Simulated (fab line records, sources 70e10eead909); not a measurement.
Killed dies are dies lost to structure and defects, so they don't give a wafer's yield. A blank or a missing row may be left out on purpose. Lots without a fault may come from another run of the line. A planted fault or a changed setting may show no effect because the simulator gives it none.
Chamber matching | flow nand_harc | NHARC_A_BONDPAD_ETCH_34 on rie_diel-05: 4 sister chambers
The step etches the open film in N2/H2, target depth 60 nm, overetch 18 nm, time 65.91 s. 4 wafers are shown with their chamber, then 10 later ones without.

WAFERS WITH THEIR CHAMBER
wafer  | chamber | drypump_motor_current_A (A)
L719.4 | 3       | 5.34
L721.2 | 2       | 5.76
L721.6 | 0       | 5.73
L720.1 | 1       | 5.42

WAFERS WITHOUT THEIR CHAMBER
wafer  | drypump_motor_current_A (A)
L720.4 | 5.72
L720.6 | 5.70
L722.1 | 5.41
L722.3 | 5.71
L725.3 | 5.73
L724.3 | 5.71
L724.4 | 5.76
L726.1 | 5.42
L726.2 | 5.77
L726.3 | 5.31

WHICH CHAMBER EACH WENT THROUGH
wafer  | from the rows above     | in truth
L720.4 | can't be placed: 0 or 2 | 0
L720.6 | can't be placed: 0 or 2 | 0
L722.1 | 1                       | 1
L722.3 | can't be placed: 0 or 2 | 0
L725.3 | can't be placed: 0 or 2 | 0
L724.3 | can't be placed: 0 or 2 | 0
L724.4 | can't be placed: 2 or 0 | 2
L726.1 | 1                       | 1
L726.2 | can't be placed: 2 or 0 | 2
L726.3 | 3                       | 3
Placed correctly: 3 of 10. Can't be placed from these rows: 7 (the true chamber is among the candidates in 7). Placed wrongly: 0.
How it was worked out, from the rows above alone: a wafer's distance from a chamber is the root of the sum, over the readings, of the square of ((its reading less the chamber's mean) divided by the reading's scatter). The wafer belongs to the nearest chamber; if the next one is less than 2 further off, it can't be placed. A chamber's mean is the mean of its shown wafers. The scatter: with one shown wafer a chamber, the root of the mean of the squares of how far each hidden wafer lies from its nearest shown one.
